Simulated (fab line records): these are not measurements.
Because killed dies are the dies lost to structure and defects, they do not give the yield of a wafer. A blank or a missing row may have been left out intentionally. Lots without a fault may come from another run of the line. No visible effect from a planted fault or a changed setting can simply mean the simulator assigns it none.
Chamber matching | flow nandHarc | 3 sister chambers for NHARC_A_ONON_D1_DEP_33 on pecvd-02
The step deposits SiO2, target thk 200 nm. 3 wafers are shown with their chamber, then 7 later ones without.

WAFERS, EACH WITH ITS CHAMBER
wafer  | chamber | heaterPowerW (W)
L229.5 | 1       | 729
L242.1 | 0       | 528
L242.3 | 2       | 459

WAFERS MISSING THEIR CHAMBER
wafer  | heaterPowerW (W)
L242.4 | 527
L244.3 | 535
L244.5 | 608
L244.6 | 473
L245.1 | 416
L245.3 | 698
L245.4 | 716

CHAMBER TAKEN BY EACH
wafer  | from the rows above          | in truth
L242.4 | can't be placed: 0 or 2      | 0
L244.3 | can't be placed: 0 or 2      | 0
L244.5 | can't be placed: 0 or 1 or 2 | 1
L244.6 | can't be placed: 2 or 0      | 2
L245.1 | can't be placed: 2 or 0      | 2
L245.3 | 1                            | 1
L245.4 | 1                            | 1
Correct placement for 2 of the 7. Can't be placed from these rows: 5 (the true chamber is among the candidates in 5). 0 placed wrongly.
How it was worked out, from the rows above alone: a wafer's distance from a chamber is the root of the sum, over the readings, of the square of ((its reading less the chamber's mean) divided by the reading's scatter). If the next closest chamber is less than 2 further off than the closest, the wafer can't be placed; otherwise it belongs to the closest. Each chamber's mean is taken over the wafers shown for it. The scatter: with one shown wafer a chamber, the root of the mean of the squares of how far each hidden wafer lies from its nearest shown one.
